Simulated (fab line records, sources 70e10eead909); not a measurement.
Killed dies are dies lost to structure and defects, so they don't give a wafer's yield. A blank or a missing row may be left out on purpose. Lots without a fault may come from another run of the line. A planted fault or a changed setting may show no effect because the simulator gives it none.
Problem report in the 8D (eight disciplines) form, filled by code | flow nand_harc | the parts of the form that need people (team, actions taken, sign-off) are left out

1. THE PROBLEM
run_length_s at NHARC_A_WL_FILL_ETCHBACK_26 reads a mean of 30.6 s on 3 wafers of 2 lots; wafers without a fault read 34.5 s with a standard deviation of 0.44. That is -8.9 standard deviations from the usual mean.
The step: etches the open film in HBr, target depth 52 nm, time 13.3 s.
First seen on wafer L135.6, day 21 00:32, on rie_si-01. The record holds 36 wafers of 12 lots with a number at this step. Rule for "out", or "out of limits": more than 4 standard deviations from the usual mean. The other wafers with a number count as sound.

2. WHAT IT IS AND WHAT IT IS NOT
question                    | is                     | is not
which readings at this step | run_length_s           | drypump_motor_current_A, throttle_valve_pct
which lots                  | L135, L137             | L117, L118, L119, L120, L125, L126, L127, L128, L139, L140
which wafers of those lots  | L135.6, L137.1, L137.6 | L135.2, L135.5, L137.5
read on which tools         | rie_si-01              | rie_si-03, rie_si-06
when                        | from day 21 00:32      | up to then (26 sound wafers); but 7 sound wafers of L137, L139, L140 came after

3. SUSPECTS, AND WHAT RULES EACH OUT
Counting: a tool at a process step up to the reading stays a suspect if it ran every lot that is out. Sound lots after the first of them don't rule it out here, since some wafers of a struck lot are sound.
- rie_metal-01 at NHARC_A_WL_FILL_ETCHBACK_04 (etches the open film in NF3, target depth 60 nm, time 120 s): kept. It ran every lot that is out, first L135 (day 20 02:44); its last sound lot up to then is L125 (day 19 14:07).
- rie_si-01 at NHARC_A_WL_FILL_ETCHBACK_26 (etches the open film in HBr, target depth 52 nm, time 13.3 s): kept. It ran every lot that is out, first L135 (day 21 00:32); its last sound lot up to then is L128 (day 20 10:22). Its own readings are out on those wafers: run_length_s.
- Within rie_si-01 at NHARC_A_WL_FILL_ETCHBACK_26: the wafers that are out ran in chambers 1, 3; their sound lot-mates ran in chambers 0, 2.
Left after counting: rie_metal-01 at NHARC_A_WL_FILL_ETCHBACK_04, rie_si-01 at NHARC_A_WL_FILL_ETCHBACK_26.

4. THE CAUSE (what the simulator had put in)
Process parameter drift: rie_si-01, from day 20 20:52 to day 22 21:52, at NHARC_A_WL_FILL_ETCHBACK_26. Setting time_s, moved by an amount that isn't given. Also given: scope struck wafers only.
Counting left 2 suspects, and this tool is among them.

5. THE CHAIN OF EFFECTS, in route order
Each row: a reading whose mean over the struck wafers that have a number lies more than 3 standard deviations from the usual. Only readings for which the record gives a usual standard deviation are gone through. hours: the time from each lot's start at the first step in this table that gives one to its start at this step, as a median over the lots. sigmas: the change in usual standard deviations.
hours | step                        | reading      | usual  | on struck wafers | change | sigmas
0     | NHARC_A_WL_FILL_ETCHBACK_26 | run_length_s | 34.5 s | 30.6             | -3.9   | -8.9
The process steps in it:
- NHARC_A_WL_FILL_ETCHBACK_26: etches the open film in HBr, target depth 52 nm, time 13.3 s.
Readings that are blank on the struck wafers while sound wafers have them: rf_fwd_power_W at NHARC_A_WL_FILL_ETCHBACK_26.

6. WHAT WOULD HAVE CAUGHT IT SOONER
In this record the first reading out of limits was taken at day 21 00:32, 4 hours after the fault began at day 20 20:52.
